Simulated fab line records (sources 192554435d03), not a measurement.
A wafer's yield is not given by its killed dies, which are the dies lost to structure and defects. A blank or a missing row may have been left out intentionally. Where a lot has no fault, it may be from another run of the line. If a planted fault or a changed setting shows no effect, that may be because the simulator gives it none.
Lot-split experiment | flow n5Finfet | 7 lots, 21 wafers read, on a route of 1938 steps

## SPLIT DETAILS
At N5_BEOL_M4_COAT_67 (time 60 s, resist thk 60 nm), the setting spinRpm was moved away from the recipe's 1500 rpm on 4 of the 21 wafers read, by +6.6% to +8.3%. This setting was run at the recipe's value on the other wafers.

## FROM THE SPLIT TO THE READING: what the file shows between them, 9 steps
- N5_BEOL_M4_EXPOSE_25: exposes mask V3, defocus 5 nm (also split here: doseMj)
- N5_BEOL_M4_PEB_26: peb time 60 s
- N5_BEOL_M4_DEVELOP_27: develop time 30 s
- N5_BEOL_M4_CD_MEAS_28: target cd 26.2 nm, target cd y 24.1 nm
- N5_BEOL_M4_ALD_98: deposits SiO2, target thk 2.5 nm, pulse time 1 s, co reactant pulse time 1 s
- N5_BEOL_M4_ETCHBACK_99: etches SiO2 in CHF3, target depth 5 nm, time 10.4 s
- N5_BEOL_M4_ETCH_70: etches SOC in N2/H2, target depth 80 nm, overetch 24 nm, time 130 s
- N5_BEOL_M4_STRIP_71: strips in N2/H2
- N5_BEOL_M4_STRIP_78: strips in N2/H2

## THE READING
SOC_of_BEOL_M4_COAT_67.thkNm (the simulator's own value, which no gauge read), in nm, at N5_BEOL_M4_VIA_ETCH_34 (etches the open film in C4F6/O2, target depth 69.4 nm, time 65.9 s). The file gives no usual value for it. Average 51.6 nm, standard deviation 0.22 nm, over the 17 wafers here run with the recipe.

wafer  | tool, chamber at the split | spinRpm as run, rpm | against the recipe | SOC_of_BEOL_M4_COAT_67.thkNm, nm | against lot-mates on the recipe
L075.1 | lithoTrack-01, 0           | 1500                | recipe             | 51.4                             | -
L075.3 | lithoTrack-01, 0           | 1500                | recipe             | 51.8                             | -
L075.6 | lithoTrack-01, 0           | 1500                | recipe             | 51.6                             | -
L076.4 | lithoTrack-02, 0           | 1624                | +8.3%              | 49.2                             | -2.6
L076.5 | lithoTrack-02, 0           | 1624                | +8.3%              | 49.4                             | -2.4
L076.6 | lithoTrack-02, 0           | 1500                | recipe             | 51.8                             | -
L078.2 | lithoTrack-02, 0           | 1500                | recipe             | 51.6                             | -
L078.3 | lithoTrack-02, 0           | 1500                | recipe             | 51.6                             | -
L078.5 | lithoTrack-02, 0           | 1500                | recipe             | 51.4                             | -
L082.1 | lithoTrack-02, 0           | 1500                | recipe             | 51.6                             | -
L082.4 | lithoTrack-02, 0           | 1500                | recipe             | 51.6                             | -
L082.3 | lithoTrack-02, 0           | 1500                | recipe             | 51.8                             | -
L083.2 | lithoTrack-04, 0           | 1500                | recipe             | 51.6                             | -
L083.4 | lithoTrack-04, 0           | 1599                | +6.6%              | 49.6                             | -1.8
L083.6 | lithoTrack-04, 0           | 1500                | recipe             | 51.2                             | -
L087.3 | lithoTrack-02, 0           | 1500                | recipe             | 51.8                             | -
L087.5 | lithoTrack-02, 0           | 1500                | recipe             | 51.8                             | -
L087.6 | lithoTrack-02, 0           | 1500                | recipe             | 51.8                             | -
L089.2 | lithoTrack-02, 0           | 1500                | recipe             | 51.2                             | -
L089.6 | lithoTrack-02, 0           | 1500                | recipe             | 51.2                             | -
L089.3 | lithoTrack-02, 0           | 1608                | +7.2%              | 49.2                             | -2.0

FIT RESULTS
A straight line over all 21 wafers: SOC_of_BEOL_M4_COAT_67.thkNm changes by -0.292 nm for each +1% of spinRpm; r = -0.97; the points scatter about the line by 0.22 nm.
The same after taking each lot's own level away (the mean of its wafers on the recipe; 21 wafers): -0.292 nm for each +1%; r = -0.99; scatter 0.12 nm.
Per that fit: largest spinRpm move, reading shift of 2.4 nm.
The span of the lots' own levels, 51.20 to 51.80 nm, comes to 2.8 times the standard deviation stated above.
The two slopes agree, so the slope changes little with the lot-to-lot level.
Check: with one of the wafers moved furthest among these (+8.3%) left out of the fit, the line predicts -2.33 nm for it against its lot-mates. It came out at -2.6 nm against them.

## THE OTHER SPLITS THESE WAFERS WENT THROUGH
Note: prior to the reading, these wafers also went through further splits. Each is held against what the fit with the lots' levels taken away leaves over:
other split on the same wafers  | wafers away from the commonest value | r with SOC_of_BEOL_M4_COAT_67.thkNm (lot level and that fit taken away)
N5_BEOL_M2_TRENCH_ETCH_37 timeS | 8                                    | -0.28
N5_BEOL_M2_ALD_84 aldCycles     | 7                                    | +0.14
N5_BEOL_M3_ETCH_70 sourceW      | 8                                    | -0.25
N5_BEOL_M3_TRENCH_ETCH_37 timeS | 5                                    | +0.10
N5_BEOL_M4_EXPOSE_25 doseMj     | 5                                    | +0.29

## THE WHOLE CHAIN: every reading that the file lists as answering this split, in the file's order
step                   | what it does                                                        | reading                                                                       | change (the file's fit)               | r (the file's)
N5_BEOL_M4_COAT_67     | time 60 s, resist thk 60 nm                                         | SOC_of_BEOL_M4_COAT_67.thkNm (the simulator's own value, which no gauge read) | -0.282 nm for each +1% of the setting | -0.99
N5_BEOL_M4_ETCH_70     | etches SOC in N2/H2, target depth 80 nm, overetch 24 nm, time 130 s | etch.depthNm (the simulator's own value, which no gauge read)                 | -0.279 nm for each +1% of the setting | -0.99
N5_BEOL_M4_VIA_ETCH_34 | etches the open film in C4F6/O2, target depth 69.4 nm, time 65.9 s  | SOC_of_BEOL_M4_COAT_67.thkNm (the simulator's own value, which no gauge read) | -0.287 nm for each +1% of the setting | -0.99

## FILE'S OWN FIT
SOC_of_BEOL_M4_COAT_67.thkNm changes by -0.287 nm for each +1% of spinRpm, r = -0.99.
